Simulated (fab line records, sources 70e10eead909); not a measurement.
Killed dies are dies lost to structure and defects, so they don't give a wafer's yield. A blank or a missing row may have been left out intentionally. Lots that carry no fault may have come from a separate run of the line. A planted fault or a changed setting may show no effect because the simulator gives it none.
Matching of chambers -- flow nand-harc -- NHARC_A_CONTACT_DEP_29 on pecvd-03: 3 sister chambers
The step deposits SiON, target thk 100 nm. 30 wafers are shown with their chamber, then 12 later ones without.

EACH WAFER AND ITS CHAMBER
wafer,chamber,heater-power-w (W)
L075.1,0,774
L075.4,1,903
L075.5,2,812
L074.1,2,745
L074.3,1,908
L074.4,0,868
L074.2,0,851
L074.5,2,741
L074.6,1,888
L078.4,1,747
L078.5,2,753
L078.6,0,731
L080.3,2,822
L080.4,2,821
L080.5,1,896
L080.1,1,916
L080.2,0,744
L080.6,0,760
L084.1,2,756
L084.2,1,912
L084.3,0,817
L084.4,0,670
L084.5,2,767
L084.6,1,887
L086.1,2,821
L086.2,0,767
L086.6,0,775
L087.1,0,730
L087.2,2,741
L087.3,1,908

SIGNATURES, as means of the wafers listed above
reading,chamber 0,chamber 1,chamber 2,scatter within a chamber
heater-power-w,771.55,885.00,777.90,49.6
Rule: a wafer lies at a distance from a chamber equal to the root of the sum of squares, over the readings, of (its reading less the chamber's mean, divided by the reading's scatter). If the next closest chamber is less than 2 further off than the closest, the wafer can't be placed; otherwise it belongs to the closest. The scatter: take each reading less its chamber's mean, square it, sum over the shown wafers, divide by the number of wafers less the number of chambers, and take the root.

WAFERS MISSING THEIR CHAMBER
wafer,heater-power-w (W)
L089.2,761
L089.4,888
L089.5,757
L093.2,805
L093.5,779
L093.6,676
L093.1,749
L093.3,835
L093.4,833
L094.2,807
L094.4,818
L094.6,772

EACH ONE'S CHAMBER
wafer,from the rows above,in truth
L089.2,can't be placed: 0 or 2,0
L089.4,1,1
L089.5,can't be placed: 0 or 2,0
L093.2,can't be placed: 2 or 0 or 1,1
L093.5,can't be placed: 2 or 0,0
L093.6,can't be placed: 0 or 2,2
L093.1,can't be placed: 0 or 2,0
L093.3,can't be placed: 1 or 2 or 0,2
L093.4,can't be placed: 1 or 2 or 0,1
L094.2,can't be placed: 2 or 0 or 1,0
L094.4,can't be placed: 2 or 0 or 1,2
L094.6,can't be placed: 0 or 2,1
Placed correctly: 1 of 12. From these rows, 11 cannot be placed; in 10 the true chamber is one of the candidates. Number placed wrongly: 0.
